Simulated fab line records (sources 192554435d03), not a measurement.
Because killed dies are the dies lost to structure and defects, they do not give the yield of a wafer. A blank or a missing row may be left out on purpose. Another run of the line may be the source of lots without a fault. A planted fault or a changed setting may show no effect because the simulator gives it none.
fab line records ; flow n5-finfet
[record] lots = 11; wafers = 32; last-day = 19
route steps=1938 shown BEOL_M8@1333 PASSIVATION@1936
lots with no fault: from the same line, run without faults
start-h: hours from the record's first day to the start of the lot's first wafer shown ; wait-h: hours from the lot's prior step to this one ; " same as the row above ; L1.1+2: a single row standing in for several wafers ; - either no value or no given start ; * or withheld: withheld ; < > ~ a bound
route shown NAME@n: NAME is a module with steps in the file, n the number in the route of the first one ; usual: mean/standard deviation of fault-free wafers ; same: alike in all rows ; chamber/n: place in a boat ; sites: readings site by site ; _std_site: the values' standard deviation ; _edge_site: inner sites' mean taken away from outer sites' mean ; radius-mm: for every site, how far away it sits from the centre of the wafer ; mask NAME#n: copy n ; behind: the last tool/chamber to shape the wafer ; hold: cause of the lot's hold/its duration in hours/its outcome ; device: which transistor (n, p or np) failed to switch ; end of line: tests run on the same wafers once the route is complete ; for a step that has no rows: nothing shown but its recipe ; killed: at the first sort, the dies lost to defects and structure; wafer yield is something else ; map: a wafer's dies, marking killed ones x, the rest . and places with no die _
set.NAME: the setting as run; set.NAME@STEP: as run at that earlier step ; model.NAME: the simulator's own value behind a step, which no gauge read
a sample of lots followed through the steps of the route, with each step as a table and each wafer as a row
services: when a tool's chamber went out of use (start-h, in hours from the record's first day, below 0 if earlier), for how many hours, and the reason
[[steps]]
[step N5_BEOL_M8_CURE_74]
[recipe] temp-c = 385; time-s = 240; ambient = He/Ar; material = SiCOH_lowk
[usual] lamp-power-pct = 52.32/0.056; wafer_temp_C_max = 386.9/0.7
lot.wafer;tool;chamber;start-h;wait-h;lamp-power-pct;wafer_temp_C_max
L817.2;uv-cure-03;0;207.19;0.5;52.33;386.6
L817.3;uv-cure-03;0;207.19;0.5;52.33;387.1
L817.6;uv-cure-03;0;207.19;0.5;52.31;386.7
L822.3;uv-cure-03;1;240.60;0.2;52.37;386.5
L822.4;uv-cure-03;1;240.60;0.2;52.39;386.0
L822.6;uv-cure-03;1;240.60;0.2;52.32;386.2
L823.3;uv-cure-03;2;245.96;0.2;52.30;388.1
L823.4;uv-cure-03;2;245.96;0.2;52.22;387.6
L823.5;uv-cure-03;2;245.96;0.2;52.28;387.0
L824.2;uv-cure-02;2;247.02;0.5;52.36;386.8
L824.4;uv-cure-02;2;247.02;0.5;52.30;387.3
L824.5;uv-cure-02;2;247.02;0.5;52.23;386.9
L825.1;uv-cure-02;1;248.42;0.0;52.36;386.6
L825.2;uv-cure-02;1;248.42;0.0;52.37;386.7
L825.5;uv-cure-02;1;248.42;0.0;52.30;385.9
L826.3;uv-cure-02;1;259.19;0.4;52.27;386.5
L826.5;uv-cure-02;1;259.19;0.4;52.45;386.5
L826.6;uv-cure-02;1;259.19;0.4;52.33;386.6
L831.1;uv-cure-03;2;303.28;0.0;52.27;388.6
L831.4;uv-cure-03;2;303.28;0.0;52.41;387.4
L831.6;uv-cure-03;2;303.28;0.0;52.28;387.2
L835.4;uv-cure-03;2;343.59;0.3;52.40;387.9
L835.5;uv-cure-03;2;343.59;0.3;52.25;387.4
L835.6;uv-cure-03;2;343.59;0.3;52.24;387.4
L837.2;uv-cure-01;1;343.73;0.2;52.16;385.9
L837.3;uv-cure-01;1;343.73;0.2;52.34;386.0
L837.6;uv-cure-01;1;343.73;0.2;52.30;386.3
L838.2;uv-cure-03;2;364.76;0.1;52.32;388.8
L838.3;uv-cure-03;2;364.76;0.1;52.32;389.3
L838.4;uv-cure-03;2;364.76;0.1;52.31;387.6
L839.1;uv-cure-02;2;364.77;0.0;52.34;387.0
L839.3;uv-cure-02;2;364.77;0.0;52.36;387.0
[step N5_BEOL_M8_EXPOSE_08]
[recipe] mask-id = M8; na = 1.35; source-shape = dipole; sigma-inner = 0.817; sigma-outer = 0.97; polarization = te; dose-mj = 68.25
[usual] stage-vel-mm-s = 500.01/0.23
lot.wafer;tool;chamber;start-h;wait-h;mask;stage-vel-mm-s
L817.2;arfi-scanner-03;0;209.87;-;M8#0;499.98
L817.3;arfi-scanner-03;0;209.87;-;M8#0;499.90
L817.6;arfi-scanner-03;0;209.87;-;M8#0;499.97
L822.3;arfi-scanner-01;0;242.74;-;M8#0;499.97
L822.4;arfi-scanner-01;0;242.74;-;M8#0;500.14
L822.6;arfi-scanner-01;0;242.74;-;M8#0;499.85
L823.3;arfi-scanner-02;0;247.74;-;M8#0;500.11
L823.4;arfi-scanner-02;0;247.74;-;M8#0;500.10
L823.5;arfi-scanner-02;0;247.74;-;M8#0;500.00
L824.2;arfi-scanner-03;0;248.52;-;M8#0;500.55
L824.4;arfi-scanner-03;0;248.52;-;M8#0;500.39
L824.5;arfi-scanner-03;0;248.52;-;M8#0;500.21
L825.1;arfi-scanner-02;0;249.42;-;M8#0;500.11
L825.2;arfi-scanner-02;0;249.42;-;M8#0;499.75
L825.5;arfi-scanner-02;0;249.42;-;M8#0;500.29
L826.3;arfi-scanner-03;0;260.32;-;M8#0;499.84
L826.5;arfi-scanner-03;0;260.32;-;M8#0;499.48
L826.6;arfi-scanner-03;0;260.32;-;M8#0;499.50
L831.1;arfi-scanner-02;0;304.61;-;M8#0;499.98
L831.4;arfi-scanner-02;0;304.61;-;M8#0;500.02
L831.6;arfi-scanner-02;0;304.61;-;M8#0;499.73
L835.4;arfi-scanner-02;0;344.73;-;M8#0;500.17
L835.5;arfi-scanner-02;0;344.73;-;M8#0;500.20
L835.6;arfi-scanner-02;0;344.73;-;M8#0;500.41
L837.2;arfi-scanner-01;0;345.05;-;M8#0;500.06
L837.3;arfi-scanner-01;0;345.05;-;M8#0;499.86
L837.6;arfi-scanner-01;0;345.05;-;M8#0;500.17
L838.2;arfi-scanner-01;0;366.90;-;M8#0;500.32
L838.3;arfi-scanner-01;0;366.90;-;M8#0;499.68
L838.4;arfi-scanner-01;0;366.90;-;M8#0;500.11
L839.1;arfi-scanner-03;0;367.10;-;M8#0;500.07
L839.3;arfi-scanner-03;0;367.10;-;M8#0;500.07
[step N5_BEOL_M8_CD_MEAS_11]
[recipe] target-cd-nm = 38.5; landing-energy-ev = 500; detector = se-inlens; polarity = opening
[usual] cd-nm = 38.4/0.43
[same] landing-energy-ev = 500
lot.wafer;tool;chamber;start-h;wait-h;cd-nm
L817.2;cd-sem-01;0;210.00;-;38.5
L817.3;cd-sem-01;0;210.00;-;39.2
L817.6;cd-sem-01;0;210.00;-;37.9
L822.3;cd-sem-01;0;242.86;-;38.9
L822.4;cd-sem-01;0;242.86;-;39.3
L822.6;cd-sem-01;0;242.86;-;38.9
L823.3;cd-sem-02;0;247.86;-;39.1
L823.4;cd-sem-02;0;247.86;-;38.5
L823.5;cd-sem-02;0;247.86;-;38.3
L824.2;cd-sem-03;0;248.64;-;38.8
L824.4;cd-sem-03;0;248.64;-;39.0
L824.5;cd-sem-03;0;248.64;-;38.7
L825.1;cd-sem-03;0;249.55;-;38.5
L825.2;cd-sem-03;0;249.55;-;38.4
L825.5;cd-sem-03;0;249.55;-;38.7
L826.3;cd-sem-02;0;260.43;-;38.7
L826.5;cd-sem-02;0;260.43;-;38.2
L826.6;cd-sem-02;0;260.43;-;37.5
L831.1;cd-sem-01;0;304.74;-;38.8
L831.4;cd-sem-01;0;304.74;-;38.6
L831.6;cd-sem-01;0;304.74;-;38.9
L835.4;cd-sem-02;0;344.85;-;37.8
L835.5;cd-sem-02;0;344.85;-;38.2
L835.6;cd-sem-02;0;344.85;-;37.9
L837.2;cd-sem-01;0;345.18;-;38.5
L837.3;cd-sem-01;0;345.18;-;39.1
L837.6;cd-sem-01;0;345.18;-;38.9
L838.2;cd-sem-01;0;367.02;-;38.5
L838.3;cd-sem-01;0;367.02;-;37.9
L838.4;cd-sem-01;0;367.02;-;38.7
L839.1;cd-sem-02;0;367.23;-;38.5
L839.3;cd-sem-02;0;367.23;-;38.0
[step N5_BEOL_M8_OVL_MEAS_12]
[recipe] points-per-wafer = 44
[usual] M8_OVL = 0.2/0.66
[same] points-per-wafer = 44
lot.wafer;tool;chamber;start-h;wait-h;M8_OVL[nm]
L817.2;overlay-01;0;210.02;0.0;1.0
L817.3;overlay-01;0;210.02;0.0;0.7
L817.6;overlay-01;0;210.02;0.0;0.8
L822.3;overlay-02;0;242.89;0.0;-0.6
L822.4;overlay-02;0;242.89;0.0;-0.4
L822.6;overlay-02;0;242.89;0.0;-0.1
L823.3;overlay-02;0;247.89;0.0;0.3
L823.4;overlay-02;0;247.89;0.0;0.0
L823.5;overlay-02;0;247.89;0.0;0.2
L824.2;overlay-01;0;248.67;0.0;0.1
L824.4;overlay-01;0;248.67;0.0;0.8
L824.5;overlay-01;0;248.67;0.0;-0.3
L825.1;overlay-01;0;249.58;0.0;0.9
L825.2;overlay-01;0;249.58;0.0;0.9
L825.5;overlay-01;0;249.58;0.0;0.9
L826.3;overlay-02;0;260.46;0.0;0.2
L826.5;overlay-02;0;260.46;0.0;0.6
L826.6;overlay-02;0;260.46;0.0;0.6
L831.1;overlay-01;0;304.77;0.0;20.6
L831.4;overlay-01;0;304.77;0.0;20.6
L831.6;overlay-01;0;304.77;0.0;19.2
L835.4;overlay-01;0;344.87;0.0;20.5
L835.5;overlay-01;0;344.87;0.0;20.5
L835.6;overlay-01;0;344.87;0.0;20.5
L837.2;overlay-01;0;345.21;0.0;-0.2
L837.3;overlay-01;0;345.21;0.0;0.4
L837.6;overlay-01;0;345.21;0.0;-0.2
L838.2;overlay-01;0;367.06;0.0;0.3
L838.3;overlay-01;0;367.06;0.0;0.2
L838.4;overlay-01;0;367.06;0.0;-0.6
L839.1;overlay-02;0;367.26;0.0;0.9
L839.3;overlay-02;0;367.26;0.0;0.0
[step N5_BEOL_M8_STRIP_67]
[recipe] chemistry = CF4; resist = SiARC; power-w = 300; bias-power-w = 75; pressure-mtorr = 50; cf4-flow-sccm = 150; rf-frequency-hz = 6e+07
[usual] drypump-motor-current-A = 5.6/0.48; oes-product-au = 0.81/0.08; rf-vpp-V = 271.4/1.7; showerhead-plenum-p-Torr = 1.81/0.068; throttle-valve-pct = 13.53/0.25
lot.wafer;tool;chamber;start-h;wait-h;drypump-motor-current-A;oes-product-au;rf-hours-counter-h;rf-vpp-V;showerhead-plenum-p-Torr;throttle-valve-pct
L817.2;rie-diel-04;2;210.32;0.0;5.8;0.78;97;271.4;1.80;13.59
L817.3;rie-diel-04;0;210.32;0.0;4.8;0.82;86;272.1;1.81;13.32
L817.6;rie-diel-04;3;210.32;0.0;5.7;0.76;-;269.7;1.73;13.84
L822.3;rie-diel-05;2;243.18;0.0;5.2;0.90;30;273.1;1.91;13.25
L822.4;rie-diel-05;0;243.18;0.0;6.4;0.73;-;269.3;1.70;13.62
L822.6;rie-diel-05;1;243.18;0.0;5.1;0.91;-;272.1;1.82;13.44
L823.3;rie-diel-05;0;248.72;0.0;6.5;0.73;193;268.1;1.70;13.62
L823.4;rie-diel-05;1;248.72;0.0;5.1;0.91;-;272.4;1.82;13.44
L823.5;rie-diel-05;2;248.72;0.0;5.2;0.89;-;272.1;1.91;13.25
L824.2;rie-diel-06;1;249.83;0.0;5.8;0.75;164;268.8;1.73;13.72
L824.4;rie-diel-06;0;249.83;0.0;5.8;0.86;56;275.1;1.91;13.66
L824.5;rie-diel-06;2;249.83;0.0;5.0;0.98;-;270.0;1.78;12.96
L825.1;rie-diel-05;1;250.31;0.0;5.1;0.91;23;271.6;1.82;13.46
L825.2;rie-diel-05;2;250.31;0.0;5.2;0.89;34;275.6;1.91;13.24
L825.5;rie-diel-05;2;250.31;0.0;5.2;0.90;-;272.5;1.91;13.25
L826.3;rie-diel-04;2;260.76;0.0;5.7;0.78;112;272.1;1.80;13.62
L826.5;rie-diel-04;1;260.76;0.0;5.9;0.72;-;272.8;1.84;13.49
L826.6;rie-diel-04;0;260.76;0.0;4.8;0.80;-;272.1;1.80;13.42
L831.1;rie-diel-06;0;305.07;0.0;5.8;0.85;74;272.7;1.91;13.70
L831.4;rie-diel-06;3;305.07;0.0;6.0;0.74;166;272.7;1.86;13.75
L831.6;rie-diel-06;1;305.07;0.0;5.8;0.74;-;271.6;1.72;13.77
L835.4;rie-diel-05;1;345.17;0.0;5.2;0.85;55;272.1;1.81;13.53
L835.5;rie-diel-05;1;345.17;0.0;5.1;0.86;-;273.2;1.81;13.53
L835.6;rie-diel-05;2;345.17;0.0;5.2;0.85;-;273.7;1.90;13.34
L837.2;rie-diel-06;0;345.50;0.0;5.8;0.83;88;273.6;1.90;13.75
L837.3;rie-diel-06;1;345.50;0.0;5.8;0.72;198;269.3;1.72;13.78
L837.6;rie-diel-06;1;345.50;0.0;5.8;0.73;-;270.6;1.72;13.78
L838.2;rie-diel-06;3;367.57;0.0;6.0;0.72;187;270.3;1.85;13.79
L838.3;rie-diel-06;1;367.57;0.0;5.8;0.72;206;270.0;1.72;13.80
L838.4;rie-diel-06;0;367.57;0.0;5.8;0.82;94;272.9;1.90;13.74
L839.1;rie-diel-05;2;367.59;0.0;5.2;0.85;69;273.3;1.90;13.33
L839.3;rie-diel-05;1;367.59;0.0;5.1;0.84;64;272.0;1.81;13.55
[step N5_PASSIVATION_PROBE_49]
[usual] defect-limited-yield = 91.0/1.6; killed_at_M0_to_M3 = 35/11; killed_at_M4_up = 14/5.3; killed-at-contacts = 13/6.7; killed-at-front-end = 41/12; killed-at-other = 3.9/2.7; killed-dies = 106/19; killed-open = 70/14; killed-short = 35/8.8; sort_bin_5_function = 5.3/1; sort_bin_6_memory = 3.3/0.81; sort-n-pass = 1073/19; sort-yield-pct = 91.0/1.6
[same] gross-dies = 1180; killed-at-back-side = 0; sort_bin_4_leakage[%] = 0; sort_bin_8_speed[%] = 0
lot.wafer;tool;chamber;start-h;wait-h;defect-limited-yield[%];killed_at_M0_to_M3;killed_at_M4_up;killed-at-contacts;killed-at-front-end;killed-at-other;killed-dies;killed-open;killed-short;sort_bin_5_function[%];sort_bin_6_memory[%];sort-n-pass;sort-yield-pct[%]
L817.2;prober-02;-;294.85;0.1;91.1;32;24;14;30;5;105;78;21;5.3;3.1;1075;91.1
L817.3;prober-02;-;294.90;0.1;90.6;29;22;12;45;3;111;78;28;4.8;4.2;1069;90.6
L817.6;prober-02;-;295.05;0.3;92.8;28;13;16;26;2;85;59;21;4.2;2.7;1095;92.8
L824.2;prober-02;-;323.38;0.1;89.4;58;6;18;40;3;125;83;41;6.4;4.0;1055;89.4
L824.4;prober-02;-;323.48;0.2;90.0;47;10;16;44;1;118;74;41;6.8;2.9;1062;90.0
L824.5;prober-02;-;323.53;0.2;90.0;44;20;25;28;1;118;78;38;6.2;3.4;1062;90.0
L823.3;prober-01;-;324.08;0.1;91.7;37;16;7;37;1;98;72;26;5.0;3.1;1082;91.7
L823.4;prober-01;-;324.13;0.2;92.1;35;12;6;38;2;93;58;34;5.0;2.6;1087;92.1
L823.5;prober-01;-;324.18;0.2;89.7;34;22;6;55;4;121;86;34;6.4;3.6;1059;89.7
L826.3;prober-01;-;335.41;0.1;91.9;15;20;11;40;9;95;63;31;5.0;2.9;1085;91.9
L826.5;prober-01;-;335.51;0.2;91.6;11;27;7;48;6;99;63;34;5.6;2.4;1081;91.6
L826.6;prober-01;-;335.56;0.3;92.9;21;20;6;33;4;84;46;37;5.2;1.9;1096;92.9
L831.1;prober-02;-;370.64;0.0;89.6;31;45;4;38;5;123;48;36;6.4;2.7;1057;89.6
L831.4;prober-02;-;370.79;0.2;89.2;38;26;20;38;5;127;82;33;6.5;3.5;1053;89.2
L831.6;prober-02;-;370.89;0.3;89.9;37;11;8;53;10;119;78;39;5.8;3.6;1061;89.9
L835.4;prober-02;-;423.56;0.2;89.4;28;30;6;61;0;125;77;27;6.6;3.1;1055;89.4
L835.5;prober-02;-;423.61;0.2;80.9;31;92;14;85;3;225;98;46;9.4;5.3;955;80.9
L835.6;prober-02;-;423.66;0.3;89.7;42;22;15;41;1;121;75;32;5.5;3.5;1059;89.7
L838.2;prober-01;-;442.37;0.1;91.8;33;18;8;34;4;97;63;33;4.8;3.3;1083;91.8
L838.3;prober-01;-;442.42;0.1;91.8;37;23;8;23;6;97;71;25;5.0;3.1;1083;91.8
L838.4;prober-01;-;442.47;0.2;88.8;42;18;19;48;5;132;89;40;6.5;4.1;1048;88.8
// killed by level:class
L817.2 BEOL_M2:geometric-particle:open=15 MOL_CONTACT_COAG:geometric-particle:open=12 BEOL_M4:geometric-particle:open=9 FIN_SAQP:geometric-particle:open=7 BEOL_M0_SAQP:geometric-particle:open=7 STARTING-WAFER:geometric-particle:open=7 BEOL_M0_SAQP:geometric-particle:short=4 BEOL_M5:geometric-particle:open=4
L817.3 MOL_CONTACT_COAG:geometric-particle:open=12 FIN_SAQP:geometric-particle:open=11 STI_FIN_REVEAL:geometric-particle:open=10 BEOL_M4:geometric-particle:open=10 BEOL_M2:geometric-particle:open=9 BEOL_M0_SAQP:geometric-particle:short=7 BEOL_M0_SAQP:geometric-particle:open=6 FIN_SAQP:geometric-particle:short=5
L817.6 MOL_CONTACT_COAG:geometric-particle:open=11 BEOL_M0_SAQP:geometric-particle:open=10 FIN_SAQP:geometric-particle:open=6 BEOL_M1:geometric-particle:open=6 FIN_SAQP:geometric-particle:short=5 STI_FIN_REVEAL:geometric-particle:open=5 MOL_CONTACT_COAG:geometric-particle:short=5 BEOL_M5:geometric-particle:open=3
L824.2 BEOL_M0_SAQP:geometric-particle:short=25 BEOL_M0_SAQP:geometric-particle:open=19 MOL_CONTACT_COAG:geometric-particle:open=16 FIN_SAQP:geometric-particle:open=9 STI_FIN_REVEAL:geometric-particle:open=8 BEOL_M1:geometric-particle:open=6 DUMMY_GATE:geometric-particle:open=4 ILD0:geometric-particle:open=4
L824.4 BEOL_M0_SAQP:geometric-particle:open=19 BEOL_M0_SAQP:geometric-particle:short=16 MOL_CONTACT_COAG:geometric-particle:open=11 DUMMY_GATE:geometric-particle:open=10 FIN_SAQP:geometric-particle:open=9 MOL_CONTACT_COAG:geometric-particle:short=5 BEOL_M4:geometric-particle:open=5 STARTING-WAFER:geometric-particle:short=5
L824.5 MOL_CONTACT_COAG:geometric-particle:open=19 BEOL_M0_SAQP:geometric-particle:short=15 BEOL_M0_SAQP:geometric-particle:open=10 BEOL_M4:geometric-particle:open=10 STI_FIN_REVEAL:geometric-particle:open=6 MOL_CONTACT_COAG:geometric-particle:short=6 BEOL_M1:geometric-particle:open=6 BEOL_M3:geometric-particle:open=5
L823.3 STI_FIN_REVEAL:geometric-particle:open=17 BEOL_M0_SAQP:geometric-particle:open=13 BEOL_M2:geometric-particle:open=11 BEOL_M5:geometric-particle:open=10 BEOL_M0_SAQP:geometric-particle:short=6 STI_FIN_REVEAL:geometric-particle:short=4 MOL_CONTACT_COAG:geometric-particle:open=4 FIN_SAQP:geometric-particle:short=3
L823.4 BEOL_M3:geometric-particle:open=14 STI_FIN_REVEAL:geometric-particle:open=10 FIN_SAQP:geometric-particle:open=8 BEOL_M0_SAQP:geometric-particle:short=8 FIN_SAQP:geometric-particle:short=7 MOL_CONTACT_COAG:geometric-particle:open=6 BEOL_M3:geometric-particle:short=4 BEOL_M5:geometric-particle:open=4
L823.5 STI_FIN_REVEAL:geometric-particle:open=21 BEOL_M5:geometric-particle:open=12 BEOL_M2:geometric-particle:open=10 BEOL_M0_SAQP:geometric-particle:short=9 BEOL_M1:geometric-particle:open=7 BEOL_M0_SAQP:geometric-particle:open=6 STI_FIN_REVEAL:geometric-particle:short=5 MOL_CONTACT_COAG:geometric-particle:open=5
L826.3 STI_FIN_REVEAL:geometric-particle:open=16 MOL_CONTACT_COAG:geometric-particle:open=9 FIN_SAQP:geometric-particle:open=7 BEOL_M0_SAQP:geometric-particle:short=7 BEOL_M4:geometric-particle:open=5 BEOL_M4:geometric-particle:short=5 FIN_SAQP:geometric-particle:short=4 GATE_CUT:geometric-particle:short=4
L826.5 BEOL_M4:geometric-particle:open=17 STI_FIN_REVEAL:geometric-particle:open=13 FIN_SAQP:geometric-particle:open=8 BEOL_M4:geometric-particle:short=7 MOL_CONTACT_COAG:geometric-particle:open=6 FIN_SAQP:geometric-particle:short=5 BEOL_M0_SAQP:geometric-particle:short=5 GATE_CUT:geometric-particle:open=4
L826.6 BEOL_M0_SAQP:geometric-particle:short=11 BEOL_M4:geometric-particle:open=8 FIN_SAQP:geometric-particle:short=6 STI_FIN_REVEAL:geometric-particle:open=6 FIN_SAQP:geometric-particle:open=5 BEOL_M0_SAQP:geometric-particle:open=5 GATE_CUT:geometric-particle:short=4 MOL_CONTACT_COAG:geometric-particle:open=4
L831.1 BEOL_M8:overlay=37 BEOL_M0_SAQP:geometric-particle:short=8 STI_FIN_REVEAL:geometric-particle:open=7 FIN_SAQP:geometric-particle:short=6 STI_FIN_REVEAL:geometric-particle:short=6 BEOL_M0_SAQP:geometric-particle:open=6 BEOL_M2:geometric-particle:open=6 FIN_SAQP:geometric-particle:open=4
L831.4 MOL_CONTACT_COAG:geometric-particle:open=15 BEOL_M8:overlay=11 STI_FIN_REVEAL:geometric-particle:open=10 BEOL_M2:geometric-particle:open=10 BEOL_M1:geometric-particle:open=9 FIN_SAQP:geometric-particle:short=8 FIN_SAQP:geometric-particle:open=7 BEOL_M4:geometric-particle:open=7
L831.6 FIN_SAQP:geometric-particle:open=18 BEOL_M0_SAQP:geometric-particle:open=15 STI_FIN_REVEAL:geometric-particle:open=15 BEOL_M0_SAQP:geometric-particle:short=11 MOL_CONTACT_COAG:geometric-particle:open=7 FIN_SAQP:geometric-particle:short=6 BEOL_M4:geometric-particle:open=5 MIM_BOT:geometric-particle:short=5
L835.4 BEOL_M8:overlay=20 STI_FIN_REVEAL:geometric-particle:open=18 BEOL_M2:geometric-particle:open=10 FIN_SAQP:geometric-particle:open=9 GATE_CUT:geometric-particle:short=9 GATE_CUT:geometric-particle:open=7 MOL_CONTACT_COAG:geometric-particle:open=6 BEOL_M0_SAQP:geometric-particle:short=6
L835.5 BEOL_M8:overlay=76 STI_FIN_REVEAL:geometric-particle:open=25 FIN_SAQP:geometric-particle:open=16 MOL_CONTACT_COAG:geometric-particle:open=14 FIN_SAQP:geometric-particle:short=12 STI_FIN_REVEAL:geometric-particle:short=8 BEOL_M2:geometric-particle:open=7 BEOL_M0_SAQP:geometric-particle:open=6
L835.6 FIN_SAQP:geometric-particle:open=14 MOL_CONTACT_COAG:geometric-particle:open=12 BEOL_M0_SAQP:geometric-particle:short=12 BEOL_M8:overlay=12 BEOL_M0_SAQP:geometric-particle:open=11 STI_FIN_REVEAL:geometric-particle:open=9 FIN_SAQP:geometric-particle:short=8 BEOL_M2:geometric-particle:open=5
L838.2 BEOL_M1:geometric-particle:open=11 BEOL_M4:geometric-particle:open=11 FIN_SAQP:geometric-particle:short=7 BEOL_M3:geometric-particle:open=7 BEOL_M2:geometric-particle:open=6 DUMMY_GATE:geometric-particle:open=5 MOL_CONTACT_COAG:geometric-particle:short=5 FIN_SAQP:geometric-particle:open=4
L838.3 BEOL_M4:geometric-particle:open=18 BEOL_M3:geometric-particle:open=12 MOL_CONTACT_COAG:geometric-particle:open=8 BEOL_M0_SAQP:geometric-particle:short=7 BEOL_M1:geometric-particle:open=6 FIN_SAQP:geometric-particle:short=5 BEOL_M0_SAQP:geometric-particle:open=5 STI_FIN_REVEAL:geometric-particle:open=4
L838.4 STI_FIN_REVEAL:geometric-particle:open=13 MOL_CONTACT_COAG:geometric-particle:open=11 BEOL_M1:geometric-particle:open=10 BEOL_M3:geometric-particle:open=10 BEOL_M4:geometric-particle:open=10 FIN_SAQP:geometric-particle:open=9 MOL_CONTACT_COAG:geometric-particle:short=8 FIN_SAQP:geometric-particle:short=6
[[services]]
tool;chamber;start-h;hours;kind
rie-diel-05;2;186.93;18.4;repair
arfi-scanner-03;-;190.72;0.8;repair
rie-diel-06;1;194.90;14.0;repair
arfi-scanner-02;-;196.56;1.3;pm
uv-cure-02;-;205.35;1.0;pm
uv-cure-02;-;215.82;22.2;pm
arfi-scanner-03;-;234.72;1.0;pm
arfi-scanner-02;-;238.91;1.0;repair
arfi-scanner-02;-;243.51;1.0;pm
arfi-scanner-02;-;267.64;1.0;repair
rie-diel-05;1;276.52;6.8;repair
arfi-scanner-02;-;288.35;3.9;pm
arfi-scanner-03;-;290.64;3.9;pm
arfi-scanner-02;-;294.28;0.8;pm
arfi-scanner-03;-;302.53;1.3;pm
arfi-scanner-03;-;304.80;1.0;pm
arfi-scanner-03;-;308.86;0.8;pm
rie-diel-05;2;314.84;9.9;repair
uv-cure-02;-;320.44;7.5;pm
arfi-scanner-02;-;322.06;1.3;pm
arfi-scanner-03;-;340.39;0.5;repair
arfi-scanner-03;-;342.22;5.5;pm
arfi-scanner-02;-;351.19;1.2;repair
arfi-scanner-02;-;363.24;9.7;repair
[[key]]
[first-sign] step = N5_BEOL_M8_OVL_MEAS_12; reading = M8_OVL; direction = up; sigmas = 30; usual = 0.2; struck = 20.3
[effect] step = N5_PASSIVATION_PROBE_49; reading = killed_at_M4_up; direction = up; sigmas = 4.6; usual = 14; struck = 38; wafers-moved = 5
met-at N5_BEOL_M8_EXPOSE_08
struck-lots L831,L835
not-acting-at N5_BEOL_M8_CURE_74,N5_BEOL_M8_CD_MEAS_11,N5_BEOL_M8_STRIP_67
onset-between 249.42 304.61
[fault] kind = scanner-matching-overlay; tool = arfi-scanner-02; chamber = -; onset-h = 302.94; steps = N5_BEOL_M8_EXPOSE_08; offset = 19.789
